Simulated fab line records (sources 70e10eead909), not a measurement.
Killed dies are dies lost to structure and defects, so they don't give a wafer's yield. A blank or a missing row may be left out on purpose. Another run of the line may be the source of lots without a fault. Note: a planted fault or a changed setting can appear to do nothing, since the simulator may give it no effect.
Matching of chambers ; flow nandHarc ; aldHk-02 running NHARC_A_STAIRCASE_ALD_415: 4 sister chambers
The step deposits SiO2, target thk 30 nm, pulse time 6 s, ald cycles 300. 8 wafers are shown with their chamber, then 8 later ones without.

EACH WAFER AND ITS CHAMBER
wafer;chamber;heaterPowerW (W);precursorPulseHeightRel
L699.6;1;423;1.016
L697.4;1;443;0.986
L703.5;0;604;0.972
L703.6;3;442;1.018
L705.1;3;452;0.963
L705.3;2;503;1.008
L705.4;0;601;0.995
L708.3;2;505;0.988

WAFERS WHOSE CHAMBER IS MISSING
wafer;heaterPowerW (W);precursorPulseHeightRel
L708.4;591;0.998
L708.6;443;1.025
L710.4;428;0.994
L710.5;601;1.005
L710.6;432;0.987
L713.1;607;1.027
L713.3;445;0.990
L713.6;612;1.021

EACH ONE'S CHAMBER
wafer;from the rows above;in truth
L708.4;0;0
L708.6;can't be placed: 3 or 1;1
L710.4;can't be placed: 1 or 3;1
L710.5;0;0
L710.6;can't be placed: 1 or 3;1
L713.1;0;0
L713.3;can't be placed: 3 or 1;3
L713.6;0;0
Correct placement for 4 of the 8. Unplaceable from these rows: 4, with the true chamber sitting among the candidates in 4. Placed wrongly: 0.
How it was worked out, from the rows above alone: a wafer's distance from a chamber is the root of the sum, over the readings, of the square of ((its reading less the chamber's mean) divided by the reading's scatter). If the next closest chamber is less than 2 further off than the closest, the wafer can't be placed; otherwise it belongs to the closest. A chamber's mean is the mean of its shown wafers. The scatter: take each reading less its chamber's mean, square it, sum over the shown wafers, divide by the number of wafers less the number of chambers, and take the root.
